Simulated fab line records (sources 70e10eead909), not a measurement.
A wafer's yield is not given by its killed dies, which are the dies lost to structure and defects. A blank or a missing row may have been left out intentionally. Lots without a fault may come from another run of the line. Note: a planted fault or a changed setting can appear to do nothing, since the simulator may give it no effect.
Chamber matching | flow nandHarc | rieDiel-03 running NHARC_P_M1_DESCUM_14: 4 sister chambers
The step chemistry O2, time 3 s. 27 wafers are shown with their chamber, then 12 later ones without.

WAFERS PAIRED WITH THEIR CHAMBERS
wafer  | chamber | showerheadPlenumPTorr (Torr) | oesProductAu (a.u.) | rfVppV (V)
L074.3 | 3       | 1.94                         | 1.005               | 57.1
L074.5 | 1       | 1.82                         | 0.994               | 57.5
L074.6 | 2       | 1.93                         | 0.997               | 58.4
L075.2 | 0       | 1.81                         | 0.997               | 58.1
L075.3 | 1       | 1.82                         | 0.989               | 55.9
L075.5 | 0       | 1.81                         | 1.002               | 58.2
L076.2 | 1       | 1.82                         | 0.995               | 56.5
L076.5 | 1       | 1.82                         | 0.990               | 57.1
L076.6 | 2       | 1.93                         | 0.992               | 58.4
L077.2 | 3       | 1.94                         | 1.001               | 57.6
L077.3 | 0       | 1.81                         | 0.996               | 57.8
L077.5 | 2       | 1.93                         | 0.996               | 58.1
L084.1 | 2       | 1.93                         | 1.010               | 58.7
L084.2 | 3       | 1.94                         | 1.001               | 58.5
L084.4 | 0       | 1.80                         | 1.001               | 58.1
L087.1 | 1       | 1.82                         | 0.992               | 58.8
L087.3 | 2       | 1.93                         | 1.002               | 58.5
L087.5 | 2       | 1.93                         | 0.987               | 59.2
L085.1 | 1       | 1.82                         | 1.002               | 57.3
L085.3 | 3       | 1.94                         | 1.006               | 56.9
L085.6 | 3       | 1.94                         | 1.013               | 59.0
L088.1 | 0       | 1.80                         | 1.000               | 58.2
L088.2 | 2       | 1.93                         | 0.996               | 57.2
L088.4 | 3       | 1.94                         | 0.999               | 58.7
L091.1 | 2       | 1.93                         | 0.999               | 58.3
L091.2 | 3       | 1.94                         | 1.007               | 59.1
L091.3 | 1       | 1.82                         | 0.999               | 58.6

SIGNATURES (averages over the wafers above)
reading               | chamber 0 | chamber 1 | chamber 2 | chamber 3 | scatter within a chamber
showerheadPlenumPTorr | 1.8060    | 1.8200    | 1.9300    | 1.9400    | 0.00228
oesProductAu          | 0.99920   | 0.99443   | 0.99738   | 1.00457   | 0.00519
rfVppV                | 58.080    | 57.386    | 58.350    | 58.129    | 0.779
Rule: for a wafer and a chamber, the distance is found by dividing, reading by reading, the gap between the wafer's reading and the chamber's mean by the reading's scatter, squaring, summing and taking the root. The wafer belongs to the nearest chamber; if the next one is less than 2 further off, it can't be placed. The scatter: take each reading less its chamber's mean, square it, sum over the shown wafers, divide by the number of wafers less the number of chambers, and take the root.

WAFERS WITHOUT THEIR CHAMBER
wafer  | showerheadPlenumPTorr (Torr) | oesProductAu (a.u.) | rfVppV (V)
L093.1 | 1.93                         | 1.005               | 58.1
L093.4 | 1.94                         | 1.008               | 57.9
L093.5 | 1.81                         | 1.004               | 56.5
L094.2 | 1.80                         | 0.990               | 59.4
L094.4 | 1.93                         | 1.004               | 59.5
L094.6 | 1.80                         | 0.995               | 58.1
L095.2 | 1.80                         | 0.992               | 56.8
L095.5 | 1.81                         | 1.000               | 57.8
L095.6 | 1.93                         | 1.003               | 58.4
L097.1 | 1.93                         | 1.006               | 56.7
L097.2 | 1.80                         | 0.990               | 56.2
L097.5 | 1.94                         | 1.015               | 59.0

WHICH CHAMBER EACH ONE RAN IN
wafer  | from the rows above | in truth
L093.1 | 2                   | 2
L093.4 | 3                   | 3
L093.5 | 0                   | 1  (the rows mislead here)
L094.2 | 0                   | 0
L094.4 | 2                   | 2
L094.6 | 0                   | 0
L095.2 | 0                   | 0
L095.5 | 0                   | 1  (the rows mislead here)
L095.6 | 2                   | 2
L097.1 | 2                   | 2
L097.2 | 0                   | 0
L097.5 | 3                   | 3
Correct placement for 10 of the 12. Can't be placed from these rows: 0. Placed wrongly: 2.
